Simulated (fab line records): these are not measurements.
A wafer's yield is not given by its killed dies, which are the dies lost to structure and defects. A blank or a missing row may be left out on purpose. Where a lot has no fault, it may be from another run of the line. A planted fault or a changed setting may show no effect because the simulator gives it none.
Which of the tools did it? -- flow n5Finfet -- Sampling: 12 lots, 36 wafers, 3 of 1938 route steps

## WHAT THE GAUGES SHOWED, per wafer
N5_GATE_CUT_INSPECT_15: inspects for defects (brightfield).
lot,measured,on,rawDefectCount
L075,day 4 21:40,defectInspect-02,93 81 76
L077,day 5 07:18,defectInspect-01,156 184 107
L079,day 5 17:21,defectInspect-01,93 172 200
L081,day 6 07:36,defectInspect-02,105 84 94
L083,day 7 02:22,defectInspect-01,127 167 144
L085,day 7 12:38,defectInspect-01,150 106 135
L087,day 7 19:45,defectInspect-01,272 280 105
L089,day 8 10:43,defectInspect-02,159 170 193
L091,day 8 21:32,defectInspect-01,232 162 172
L093,day 9 10:49,defectInspect-01,154 189 130
L095,day 9 18:45,defectInspect-02,165 158 146
L097,day 10 06:07,defectInspect-01,404 236 255

## WHAT TOOL EACH LOT RAN ON (gives the tool, then ch and the chambers of the sampled wafers, and finally the start)
lot,N5_HKMG_FIN_STRIP_89,N5_GATE_CUT_PECVD_57
L075,"rieDiel-02 ch 0,1,3, day 4 14:36","pecvd-01 ch 0,2, day 4 20:50"
L077,"rieDiel-02 ch 1,2, day 5 00:31","pecvd-03 ch 1,2, day 5 06:21"
L079,"rieDiel-01 ch 0,1, day 5 10:34","pecvd-03 ch 0,1,2, day 5 16:31"
L081,"rieDiel-02 ch 0,2, day 6 00:42","pecvd-01 ch 0,2, day 6 06:38"
L083,"rieDiel-06 ch 1,2,3, day 6 19:02","pecvd-01 ch 1,2, day 7 01:31"
L085,"rieDiel-06 ch 0,3, day 7 05:48","pecvd-03 ch 0,1,2, day 7 11:41"
L087,"rieDiel-01 ch 0,1,3, day 7 12:50","pecvd-02 ch 0,1, day 7 18:47"
L089,"rieDiel-01 ch 0,1,3, day 8 03:19","pecvd-01 ch 0,1,2, day 8 09:47"
L091,"rieDiel-06 ch 0,2, day 8 14:31","pecvd-03 ch 0,1,2, day 8 20:34"
L093,"rieDiel-02 ch 0,2, day 9 03:55","pecvd-03 ch 0,1, day 9 09:51"
L095,"rieDiel-06 ch 0,1, day 9 11:46","pecvd-01 ch 0,1, day 9 17:47"
L097,"rieDiel-01 ch 1,3, day 9 22:53","pecvd-01 ch 0,1, day 10 05:07"
- N5_HKMG_FIN_STRIP_89: strips SOC in N2/H2, time 20 s.
- N5_GATE_CUT_PECVD_57: deposits SiNx from SiH4/NH3/N2, target thk 21 nm.

## THE ANSWER, worked out from the rows above alone
Rule: what is usual is taken from the lots themselves. The widest of any qualifying gaps counts: lots, ordered by their means at a reading, are off when they make up no more than a third of the lots, leave a main group of 4 or more, and stand apart from it by 3 or more times the standard deviation of that group's means. A main group is skipped when, at the precision printed for the reading in the tables above, its means are all equal. A lot without any number at a reading at which 4 lots or more have one is off too. The other lots that the step has rows for count as sound.
No lot is off at any reading shown: from this, nothing can be told.

## WHAT HAD BEEN PUT IN BY THE SIMULATOR
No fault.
